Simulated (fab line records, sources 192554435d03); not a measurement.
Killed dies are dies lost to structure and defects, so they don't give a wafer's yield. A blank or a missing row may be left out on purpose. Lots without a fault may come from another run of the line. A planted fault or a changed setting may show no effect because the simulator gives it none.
Which tool did it? | flow n5_finfet | 24 lots, 72 wafers sampled, at 5 steps of a route of 1938

WHAT THE GAUGES READ, wafer by wafer
N5_BEOL_M10_THK_MEAS_53: measures by xrf.
lot  | measured     | on            | M10_THK (nm)
L076 | day 10 01:19 | film_metro-01 | 145 142 142
L074 | day 10 02:28 | film_metro-01 | 140 140 134
L075 | day 10 10:01 | film_metro-01 | 143 139 145
L077 | day 10 11:55 | film_metro-02 | 142 145 142
L078 | day 10 13:39 | film_metro-01 | 141 136 143
L079 | day 11 07:56 | film_metro-02 | 137 140 144
L080 | day 11 18:56 | film_metro-02 | 143 143 143
L081 | day 12 03:11 | film_metro-02 | 140 144 146
L082 | day 12 03:54 | film_metro-01 | 136 141 140
L084 | day 12 21:30 | film_metro-02 | 147 147 143
L083 | day 12 22:05 | film_metro-02 | 141 138 140
L086 | day 13 06:05 | film_metro-02 | 137 139 139
L085 | day 13 07:47 | film_metro-02 | 143 140 142
L088 | day 13 13:44 | film_metro-01 | 139 142 140
L087 | day 13 14:01 | film_metro-02 | 138 138 138
L089 | day 13 21:51 | film_metro-01 | 148 143 148
L091 | day 14 15:26 | film_metro-02 | 141 140 140
L090 | day 14 15:58 | film_metro-02 | 146 138 139
L092 | day 14 20:44 | film_metro-02 | 138 136 135
L093 | day 15 13:20 | film_metro-02 | 149 148 148
L096 | day 15 15:27 | film_metro-01 | 142 148 146
L095 | day 15 22:21 | film_metro-02 | 143 143 140
L094 | day 15 22:40 | film_metro-01 | 145 142 148
L097 | day 16 18:10 | film_metro-02 | 142 146 143

N5_BEOL_M10_RS_MEAS_57: measures by four-point-probe.
lot  | measured     | on            | M10_RS (ohm/sq)
L076 | day 10 01:26 | film_metro-01 | 0.147 0.151 0.152
L074 | day 10 02:36 | film_metro-01 | 0.152 0.152 0.159
L075 | day 10 10:11 | film_metro-01 | 0.149 0.154 0.148
L077 | day 10 12:03 | film_metro-02 | 0.149 0.146 0.149
L078 | day 10 13:47 | film_metro-01 | 0.150 0.157 0.149
L079 | day 11 08:05 | film_metro-02 | 0.156 0.153 0.147
L080 | day 11 19:04 | film_metro-02 | 0.151 0.152 0.150
L081 | day 12 03:19 | film_metro-02 | 0.154 0.149 0.147
L082 | day 12 04:02 | film_metro-02 | 0.156 0.150 0.150
L084 | day 12 21:38 | film_metro-01 | 0.147 0.148 0.152
L083 | day 12 22:13 | film_metro-01 | 0.152 0.154 0.153
L086 | day 13 06:13 | film_metro-02 | 0.155 0.154 0.154
L085 | day 13 07:55 | film_metro-01 | 0.149 0.152 0.150
L088 | day 13 13:52 | film_metro-01 | 0.153 0.151 0.152
L087 | day 13 14:09 | film_metro-01 | 0.153 0.154 0.153
L089 | day 13 21:59 | film_metro-02 | 0.144 0.149 0.145
L091 | day 14 15:36 | film_metro-01 | 0.148 0.150 0.149
L090 | day 14 16:07 | film_metro-01 | 0.145 0.155 0.153
L092 | day 14 20:52 | film_metro-02 | 0.155 0.156 0.159
L093 | day 15 13:28 | film_metro-02 | 0.143 0.144 0.143
L096 | day 15 15:36 | film_metro-01 | 0.150 0.145 0.146
L095 | day 15 22:31 | film_metro-01 | 0.150 0.150 0.154
L094 | day 15 22:50 | film_metro-01 | 0.148 0.151 0.145
L097 | day 16 18:18 | film_metro-02 | 0.149 0.146 0.148

N5_BEOL_M11_THK_MEAS_01.
lot  | measured     | on            | M11_ILD_THK (nm)
L076 | day 10 02:06 | film_metro-02 | 264 268 268
L074 | day 10 03:15 | film_metro-01 | 259 263 266
L075 | day 10 10:52 | film_metro-02 | 265 268 272
L077 | day 10 12:42 | film_metro-02 | 262 271 270
L078 | day 10 14:26 | film_metro-02 | 267 264 270
L079 | day 11 08:44 | film_metro-02 | 268 267 271
L080 | day 11 20:19 | film_metro-01 | 268 268 273
L081 | day 12 03:58 | film_metro-02 | 266 267 272
L082 | day 12 04:48 | film_metro-02 | 268 269 265
L084 | day 12 22:17 | film_metro-01 | 267 273 270
L083 | day 12 22:52 | film_metro-01 | 263 267 264
L086 | day 13 06:53 | film_metro-01 | 260 263 270
L085 | day 13 08:34 | film_metro-01 | 267 271 268
L088 | day 13 14:48 | film_metro-01 | 261 263 267
L087 | day 13 15:07 | film_metro-02 | 262 268 268
L089 | day 13 22:38 | film_metro-01 | 270 266 266
L091 | day 14 16:37 | film_metro-01 | 266 267 266
L090 | day 14 17:06 | film_metro-01 | 268 268 270
L092 | day 14 22:01 | film_metro-02 | 262 267 273
L093 | day 15 14:07 | film_metro-01 | 266 267 266
L096 | day 15 16:29 | film_metro-01 | 261 258 262
L095 | day 15 23:10 | film_metro-02 | 264 267 272
L094 | day 15 23:29 | film_metro-01 | 261 267 266
L097 | day 16 19:26 | film_metro-02 | 269 266 271

N5_BEOL_M11_CD_MEAS_28: target cd 70 nm.
lot  | measured     | on        | cd_nm (nm)
L076 | day 10 06:04 | cd_sem-02 | 71.3 69.2 69.1
L074 | day 10 06:21 | cd_sem-02 | 72.2 72.0 72.4
L075 | day 10 18:45 | cd_sem-03 | 71.7 71.2 72.1
L077 | day 10 18:35 | cd_sem-01 | 70.3 70.4 71.3
L078 | day 10 20:53 | cd_sem-03 | 70.9 72.0 72.1
L079 | day 11 15:50 | cd_sem-02 | 68.1 69.5 68.9
L080 | day 12 00:02 | cd_sem-01 | 71.3 70.4 69.7
L081 | day 12 09:59 | cd_sem-01 | 70.4 70.0 70.2
L082 | day 12 09:05 | cd_sem-02 | 68.7 69.7 68.5
L084 | day 13 01:40 | cd_sem-03 | 72.0 71.2 71.1
L083 | day 13 01:58 | cd_sem-01 | 70.6 69.5 71.6
L086 | day 13 09:20 | cd_sem-02 | 69.5 71.3 70.4
L085 | day 13 11:26 | cd_sem-03 | 68.2 68.8 68.9
L088 | day 13 17:55 | cd_sem-02 | 70.7 70.7 70.3
L087 | day 13 18:05 | cd_sem-02 | 68.9 70.0 70.3
L089 | day 14 05:36 | cd_sem-03 | 70.1 71.6 70.6
L091 | day 14 18:53 | cd_sem-02 | 71.1 71.0 73.2
L090 | day 14 20:55 | cd_sem-03 | 69.9 71.9 71.0
L092 | day 15 04:53 | cd_sem-03 | 70.9 71.3 71.1
L093 | day 15 16:01 | cd_sem-03 | 72.3 72.1 72.4
L096 | day 15 20:24 | cd_sem-03 | 71.2 70.1 71.0
L095 | day 16 02:23 | cd_sem-03 | 70.5 70.1 70.5
L094 | day 16 02:13 | cd_sem-03 | 70.5 70.6 72.8
L097 | day 16 22:07 | cd_sem-01 | 71.4 70.9 70.5

N5_BEOL_M12_CD_MEAS_10: target cd 140 nm.
lot  | measured     | on        | cd_nm (nm)
L076 | day 10 10:10 | cd_sem-03 | 138.1 138.6 140.3
L074 | day 10 10:52 | cd_sem-03 | 139.0 139.1 138.3
L075 | day 11 00:37 | cd_sem-03 | 140.6 141.9 142.5
L077 | day 10 23:29 | cd_sem-03 | 137.3 136.2 138.3
L078 | day 11 00:44 | cd_sem-03 | 140.7 140.3 142.9
L079 | day 11 19:58 | cd_sem-02 | 139.9 141.1 143.4
L080 | day 12 04:12 | cd_sem-01 | 139.4 138.8 140.1
L081 | day 12 14:35 | cd_sem-02 | 140.5 139.5 141.2
L082 | day 12 13:47 | cd_sem-03 | 140.7 142.0 141.7
L084 | day 13 05:28 | cd_sem-01 | 138.7 138.4 139.3
L083 | day 13 06:22 | cd_sem-02 | 138.6 140.8 137.5
L086 | day 13 13:12 | cd_sem-01 | 139.1 137.0 136.7
L085 | day 13 16:40 | cd_sem-01 | 141.4 144.4 141.2
L088 | day 13 22:11 | cd_sem-01 | 141.8 142.6 141.2
L087 | day 13 22:22 | cd_sem-03 | 141.8 139.1 138.4
L089 | day 14 09:15 | cd_sem-03 | 139.9 139.5 139.6
L091 | day 14 22:31 | cd_sem-02 | 138.5 139.9 137.8
L090 | day 15 01:40 | cd_sem-01 | 142.6 142.6 140.7
L092 | day 15 09:07 | cd_sem-02 | 139.2 138.7 138.6
L093 | day 15 20:02 | cd_sem-02 | 139.4 141.8 142.3
L096 | day 16 00:17 | cd_sem-01 | 143.5 140.7 140.4
L095 | day 16 06:15 | cd_sem-03 | 138.8 139.4 142.1
L094 | day 16 06:05 | cd_sem-02 | 138.6 142.1 137.6
L097 | day 17 01:57 | cd_sem-01 | 142.6 141.4 142.6

WHICH TOOL RAN EACH LOT (tool, then ch and the chambers of the sampled wafers, then the start)
The record holds no process step before these readings.

WHAT THE TOOLS THEMSELVES READ (means of the sampled wafers that have a number; where no wafer has one, the mark that the record gives instead)
The record holds no such reading with a usual standard deviation.

THE ANSWER, worked out from the rows above alone
Rule: what is usual is taken from the lots themselves. Put in order of their means at a reading, lots are off if they are a third of the lots or fewer, leave a main group of 4 or more, and stand apart from it by a gap of 3 or more times the standard deviation of the main group's means; of several such gaps the widest counts. A main group whose means are all the same, to the digits that the tables above print for the reading, isn't used. A lot without any number at a reading at which 4 lots or more have one is off too. The other lots that the step has rows for count as sound. The gauges are gone through in route order, then the tools' own readings, and for those a lot's mean is taken as printed above. The first step at which some lot is off is used, and at that step the reading that is off furthest; a lot without a number counts as furthest.
No lot is off at any reading shown: from this, nothing can be told.

WHAT THE SIMULATOR HAD PUT IN
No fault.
